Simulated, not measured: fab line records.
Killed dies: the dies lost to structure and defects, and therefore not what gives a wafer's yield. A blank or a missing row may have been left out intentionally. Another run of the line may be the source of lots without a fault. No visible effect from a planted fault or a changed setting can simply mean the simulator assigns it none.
Problem report, 8D (eight disciplines) form, completed by code    flow nand harc    the parts of the form that need people (team, actions taken, sign-off) are left out

== 1. WHAT IS WRONG ==
Mean of killed at array at NHARC_END_SORT_01: 190 across 3 wafers in 2 lots; on wafers with no fault it is 31 (standard deviation 11). Relative to the usual mean, that is a shift of +14 standard deviations.
The first sign was on wafer L497.6 at day 24 23:55, on prober-02. The record has a number at this step for 6 wafers belonging to 2 lots. Rule for "out", or "out of limits": more than 4 standard deviations from the usual mean. The other wafers with a number count as sound.

== 2. WHAT IT IS, WHAT IT ISN'T ==
question                     is                            is not
which readings at this step  killed at array, killed dies  killed at other, killed at periphery, killed open, killed short
which lots                   L497, L500                    -
which wafers of those lots   L497.6, L500.3, L500.5        L497.4, L497.5, L500.4
read on which gauges         prober-01, prober-02          -
when                         from day 24 23:55             up to then (2 sound wafers); but 1 sound wafer of L500 came after

== 3. SUSPECTS, AND WHAT RULES EACH OUT ==
Counting: a tool at a process step up to the reading stays a suspect if it ran every lot that is out. Sound lots after the first of them don't rule it out here, since some wafers of a struck lot are sound.
- the gauge at NHARC_END_SORT_01 is ruled out. Those wafers that are out were read across 2 gauges (prober-01, prober-02).
- rie diel-03 at NHARC_A_CONTACT_ETCH_89 (etches the open film in N2/H2, target depth 260 nm, time 475.3 s): kept. It ran every lot that is out, first L497 (day 22 04:44). Out on those wafers are its own readings of oes product au.
- rie diel-03 at NHARC_A_CONTACT_ETCH_31 (etches the open film in O2/COS, target depth 2000 nm, time 520 s): kept. It ran every lot that is out, first L497 (day 24 22:20). With no start given for some of its lots, NHARC_A_CONTACT_ETCH_31 uses the hours and lot order of NHARC_END_SORT_01.
- At NHARC_A_CONTACT_ETCH_89, inside rie diel-03: chamber 0 took the wafers that are out, while their sound lot-mates went through chambers 1, 2, 3.
Left after counting: rie diel-03 at NHARC_A_CONTACT_ETCH_89, rie diel-03 at NHARC_A_CONTACT_ETCH_31.

== 4. THE CAUSE (what the simulator had put in) ==
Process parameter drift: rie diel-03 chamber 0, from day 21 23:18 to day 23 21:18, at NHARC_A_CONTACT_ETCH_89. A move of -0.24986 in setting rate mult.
This tool is one of the 2 suspects left after counting.

== 5. THE CHAIN OF EFFECTS, in route order ==
Rows list readings where the struck wafers' mean (over those with a number) sits beyond 3 standard deviations from the usual. Readings are gone through only where the record gives a usual standard deviation; hours: the median, over the lots, of the time from a lot's start at the first step in this table giving one to that lot's start at this step; sigmas: the change measured in usual standard deviations.
hours  step                     reading          usual       on struck wafers  change  sigmas
0      NHARC_A_CONTACT_ETCH_89  oes product au   0.995 a.u.  0.842             -0.153  -10
63     NHARC_END_SORT_01        killed at array  31          190               +159    +14
63     NHARC_END_SORT_01        killed dies      34          191               +157    +13
Here are the process steps it includes:
- NHARC_A_CONTACT_ETCH_89: etches the open film in N2/H2, target depth 260 nm, time 475.3 s.

== 6. HOW IT WOULD HAVE BEEN CAUGHT EARLIER ==
Counted from the fault's start at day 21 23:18, it took 73 hours until the first out-of-limits reading at a measuring or inspecting step in this record, taken at day 24 23:55.
At NHARC_A_CONTACT_ETCH_89, the tool's own readings (oes product au) were out on each struck wafer the step has a row for, so an alarm limit on them would have fired on the first such wafer.
By day 24 23:55 the whole set of lots that are out, 2 in number, had already begun NHARC_A_CONTACT_ETCH_89 on rie diel-03. A hold on the tool at that time would have spared none of them.
